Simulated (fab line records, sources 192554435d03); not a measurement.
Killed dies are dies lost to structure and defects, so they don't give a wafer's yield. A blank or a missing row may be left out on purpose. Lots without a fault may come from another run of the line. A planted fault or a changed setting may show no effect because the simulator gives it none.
Split-lot experiment | flow n5_finfet | 7 lots, 21 wafers read, on a route of 1938 steps

THE SPLIT
At N5_MOL_CONTACT_COAG_ALD_27 (deposits SiOC, target thk 17 nm, pulse time 1.5 s, time 2720 s), the setting ald_cycles was moved away from the recipe's 340 on 5 of the 21 wafers read, by -12.9% to +15.3%. The other wafers ran this setting at the recipe's value.

The reading is taken at the split's own step.

THE READING
SiOC_of_MOL_CONTACT_COAG_ALD_27.thk_nm (the simulator's own value, which no gauge read), in nm, at N5_MOL_CONTACT_COAG_ALD_27 (deposits SiOC, target thk 17 nm, pulse time 1.5 s, time 2720 s). The file gives no usual value for it. The 16 wafers here that ran the recipe average 17.1 nm, standard deviation 0.087 nm.

wafer  | tool, chamber at the split | ald_cycles as run | against the recipe | SiOC_of_MOL_CONTACT_COAG_ALD_27.thk_nm, nm | against lot-mates on the recipe
L075.1 | ald_sin-01, 3,1            | 340               | recipe             | 17.2                                       | -
L075.3 | ald_sin-01, 3,1            | 340               | recipe             | 17.2                                       | -
L075.4 | ald_sin-01, 0              | 392               | +15.3%             | 19.6                                       | +2.4
L079.1 | ald_sin-02, 1,3,2          | 340               | recipe             | 17                                         | -
L079.2 | ald_sin-02, 1,3,2          | 340               | recipe             | 17                                         | -
L079.5 | ald_sin-02, 1,3,2          | 340               | recipe             | 17                                         | -
L082.1 | ald_sin-04, 3,1            | 356               | +4.7%              | 17.8                                       | +0.6
L082.5 | ald_sin-04, 3,1            | 356               | +4.7%              | 17.8                                       | +0.6
L082.3 | ald_sin-04, 1              | 340               | recipe             | 17.2                                       | -
L083.1 | ald_sin-04, 3,0            | 340               | recipe             | 17                                         | -
L083.2 | ald_sin-04, 3,0            | 340               | recipe             | 17                                         | -
L083.4 | ald_sin-04, 1              | 296               | -12.9%             | 15                                         | -2.0
L087.1 | ald_sin-01, 3              | 311               | -8.5%              | 15.4                                       | -1.6
L087.4 | ald_sin-01, 2,0            | 340               | recipe             | 17                                         | -
L087.6 | ald_sin-01, 2,0            | 340               | recipe             | 17                                         | -
L096.1 | ald_sin-02, 0,3            | 340               | recipe             | 17                                         | -
L096.5 | ald_sin-02, 0,3            | 340               | recipe             | 17                                         | -
L096.6 | ald_sin-02, 2              | 340               | recipe             | 17.2                                       | -
L097.1 | ald_sin-02, 0,3,2          | 340               | recipe             | 17                                         | -
L097.5 | ald_sin-02, 0,3,2          | 340               | recipe             | 17                                         | -
L097.6 | ald_sin-02, 0,3,2          | 340               | recipe             | 17                                         | -
Where a row lists several chambers, the file gives one row for several wafers and doesn't say which wafer went through which chamber.

THE FIT
A straight line over all 21 wafers: SiOC_of_MOL_CONTACT_COAG_ALD_27.thk_nm changes by +0.167 nm for each +1% of ald_cycles; r = +0.99; the points scatter about the line by 0.098 nm.
The same after taking each lot's own level away (the mean of its wafers on the recipe; 21 wafers): +0.158 nm for each +1%; r = +1.00; scatter 0.08 nm.
On that fit, the largest move of ald_cycles shifts the reading by 2.4 nm.
The lots' own levels span 17.00 to 17.20 nm, that is 2.3 times the standard deviation above.
So the lot-to-lot level changes the slope little: the two slopes agree.
Check: with one of the wafers moved furthest among these (+15.3%) left out of the fit, the line predicts +2.39 nm for it against its lot-mates. It came out at +2.4 nm against them.

OTHER SPLITS ON THESE WAFERS
These wafers also went through other splits before the reading. Each is held against what the fit with the lots' levels taken away leaves over:
other split on the same wafers               | wafers away from the commonest value | r with SiOC_of_MOL_CONTACT_COAG_ALD_27.thk_nm (lot level and that fit taken away)
N5_GATE_CUT_COAT_07 spin_rpm                 | 8                                    | -0.02
N5_MOL_CONTACT_COAG_CONTACT_ETCH_14 source_w | 12                                   | -0.27
N5_MOL_CONTACT_COAG_ETCH_110 bias_w          | 7                                    | +0.06

THE FILE'S OWN FIT
SiOC_of_MOL_CONTACT_COAG_ALD_27.thk_nm changes by +0.159 nm for each +1% of ald_cycles, r = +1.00.
